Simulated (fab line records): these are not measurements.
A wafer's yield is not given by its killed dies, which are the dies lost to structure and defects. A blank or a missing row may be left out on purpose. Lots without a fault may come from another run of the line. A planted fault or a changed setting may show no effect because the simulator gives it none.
Split-lot experiment || flow n5 finfet || 21 wafers read from 7 lots, route of 1938 steps

## ABOUT THE SPLIT
At N5_BEOL_M5_COAT_74 (time 60 s, resist thk 5 nm), the setting spin rpm was moved away from the recipe's 1500 rpm on 7 of the 21 wafers read, by -8.3% to +6.7%. All remaining wafers had this setting at the recipe value.

## FROM THE SPLIT TO THE READING: what the file shows between them, 4 steps
- N5_BEOL_M5_COAT_22: resist thk 30 nm (also split here: spin rpm)
- N5_BEOL_M5_EBR_24
- N5_BEOL_M5_SOFTBAKE_23: time 60 s
- N5_BEOL_M5_DESCUM_33: chemistry O2, time 7 s

## THE READING
etch.depth nm (the simulator's own value, which no gauge read), in nm, at N5_BEOL_M5_ETCH_75 (etches underlayer in N2/H2, target depth 6.5 nm, time 5.2 s). The file does not state a usual value for it. The 14 wafers here that ran the recipe average 4.996 nm, standard deviation 0.012 nm.

{"wafer": "L078.2", "tool, chamber at the split": "litho track-02, 0", "spin rpm as run, rpm": 1586, "against the recipe": "+5.7%", "etch.depth nm, nm": 4.87, "against lot-mates on the recipe": -0.147}
{"wafer": "L078.3", "tool, chamber at the split": "litho track-02, 0", "spin rpm as run, rpm": 1586, "against the recipe": "+5.7%", "etch.depth nm, nm": 4.874, "against lot-mates on the recipe": -0.143}
{"wafer": "L078.5", "tool, chamber at the split": "litho track-02, 0", "spin rpm as run, rpm": 1500, "against the recipe": "recipe", "etch.depth nm, nm": 5.017, "against lot-mates on the recipe": "-"}
{"wafer": "L081.1", "tool, chamber at the split": "litho track-04, 0", "spin rpm as run, rpm": 1500, "against the recipe": "recipe", "etch.depth nm, nm": 4.998, "against lot-mates on the recipe": "-"}
{"wafer": "L081.2", "tool, chamber at the split": "litho track-04, 0", "spin rpm as run, rpm": 1500, "against the recipe": "recipe", "etch.depth nm, nm": 4.998, "against lot-mates on the recipe": "-"}
{"wafer": "L081.4", "tool, chamber at the split": "litho track-04, 0", "spin rpm as run, rpm": 1500, "against the recipe": "recipe", "etch.depth nm, nm": 4.985, "against lot-mates on the recipe": "-"}
{"wafer": "L084.1", "tool, chamber at the split": "litho track-02, 0", "spin rpm as run, rpm": 1500, "against the recipe": "recipe", "etch.depth nm, nm": 5, "against lot-mates on the recipe": "-"}
{"wafer": "L084.3", "tool, chamber at the split": "litho track-02, 0", "spin rpm as run, rpm": 1500, "against the recipe": "recipe", "etch.depth nm, nm": 4.991, "against lot-mates on the recipe": "-"}
{"wafer": "L084.6", "tool, chamber at the split": "litho track-02, 0", "spin rpm as run, rpm": 1600, "against the recipe": "+6.7%", "etch.depth nm, nm": 4.835, "against lot-mates on the recipe": -0.160}
{"wafer": "L087.1", "tool, chamber at the split": "litho track-04, 0", "spin rpm as run, rpm": 1500, "against the recipe": "recipe", "etch.depth nm, nm": 5.009, "against lot-mates on the recipe": "-"}
{"wafer": "L087.3", "tool, chamber at the split": "litho track-04, 0", "spin rpm as run, rpm": 1500, "against the recipe": "recipe", "etch.depth nm, nm": 4.996, "against lot-mates on the recipe": "-"}
{"wafer": "L087.4", "tool, chamber at the split": "litho track-04, 0", "spin rpm as run, rpm": 1500, "against the recipe": "recipe", "etch.depth nm, nm": 4.985, "against lot-mates on the recipe": "-"}
{"wafer": "L090.1", "tool, chamber at the split": "litho track-02, 0", "spin rpm as run, rpm": 1578, "against the recipe": "+5.2%", "etch.depth nm, nm": 4.869, "against lot-mates on the recipe": -0.107}
{"wafer": "L090.3", "tool, chamber at the split": "litho track-02, 0", "spin rpm as run, rpm": 1578, "against the recipe": "+5.2%", "etch.depth nm, nm": 4.864, "against lot-mates on the recipe": -0.112}
{"wafer": "L090.5", "tool, chamber at the split": "litho track-02, 0", "spin rpm as run, rpm": 1500, "against the recipe": "recipe", "etch.depth nm, nm": 4.976, "against lot-mates on the recipe": "-"}
{"wafer": "L094.3", "tool, chamber at the split": "litho track-02, 0", "spin rpm as run, rpm": 1500, "against the recipe": "recipe", "etch.depth nm, nm": 5.016, "against lot-mates on the recipe": "-"}
{"wafer": "L094.5", "tool, chamber at the split": "litho track-02, 0", "spin rpm as run, rpm": 1500, "against the recipe": "recipe", "etch.depth nm, nm": 5.005, "against lot-mates on the recipe": "-"}
{"wafer": "L094.6", "tool, chamber at the split": "litho track-02, 0", "spin rpm as run, rpm": 1409, "against the recipe": "-6.1%", "etch.depth nm, nm": 5.18, "against lot-mates on the recipe": "+0.169"}
{"wafer": "L089.1", "tool, chamber at the split": "litho track-02, 0", "spin rpm as run, rpm": 1375, "against the recipe": "-8.3%", "etch.depth nm, nm": 5.207, "against lot-mates on the recipe": "+0.223"}
{"wafer": "L089.2", "tool, chamber at the split": "litho track-02, 0", "spin rpm as run, rpm": 1500, "against the recipe": "recipe", "etch.depth nm, nm": 4.991, "against lot-mates on the recipe": "-"}
{"wafer": "L089.3", "tool, chamber at the split": "litho track-02, 0", "spin rpm as run, rpm": 1500, "against the recipe": "recipe", "etch.depth nm, nm": 4.977, "against lot-mates on the recipe": "-"}

THE FIT
A straight line over all 21 wafers: etch.depth nm changes by -0.025 nm for each +1% of spin rpm; r = -0.99; the points scatter about the line by 0.014 nm.
The same after taking each lot's own level away (the mean of its wafers on the recipe; 21 wafers): -0.0252 nm for each +1%; r = -0.99; scatter 0.0096 nm.
According to that fit, moving spin rpm by its largest amount changes the reading by 0.21 nm.
Across the lots, their own levels run from 4.9760 to 5.0170 nm, a range of 3.3 times the standard deviation given above.
The two slopes are in agreement: the lot-to-lot level therefore moves the slope only a little.
Check: +0.208 nm against its lot-mates is what the line predicts for one of the wafers moved furthest among these (-8.3%) when that wafer is left out of the fit. It came out at +0.223 nm against them.

## OTHER SPLITS APPLIED TO THESE WAFERS
Note: prior to the reading, these wafers also went through further splits. Each is held against what the fit with the lots' levels taken away leaves over:
{"other split on the same wafers": "N5_BEOL_M0_SAQP_DESCUM_45 time s", "wafers away from the commonest value": 11, "r with etch.depth nm (lot level and that fit taken away)": -0.25}
{"other split on the same wafers": "N5_BEOL_M3_EXPOSE_25 dose mj", "wafers away from the commonest value": 5, "r with etch.depth nm (lot level and that fit taken away)": "+0.04"}
{"other split on the same wafers": "N5_BEOL_M3_ALD_98 ald cycles", "wafers away from the commonest value": 7, "r with etch.depth nm (lot level and that fit taken away)": -0.07}
{"other split on the same wafers": "N5_BEOL_M3_ETCH_41 target depth a", "wafers away from the commonest value": 5, "r with etch.depth nm (lot level and that fit taken away)": "+0.22"}
{"other split on the same wafers": "N5_BEOL_M4_ETCH_64 bias w", "wafers away from the commonest value": 10, "r with etch.depth nm (lot level and that fit taken away)": -0.06}
{"other split on the same wafers": "N5_BEOL_M4_COAT_22 spin rpm", "wafers away from the commonest value": 11, "r with etch.depth nm (lot level and that fit taken away)": -0.08}
{"other split on the same wafers": "N5_BEOL_M5_COAT_22 spin rpm", "wafers away from the commonest value": 7, "r with etch.depth nm (lot level and that fit taken away)": -0.01}

## FILE'S OWN FIT
etch.depth nm changes by -0.0255 nm for each +1% of spin rpm, r = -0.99.
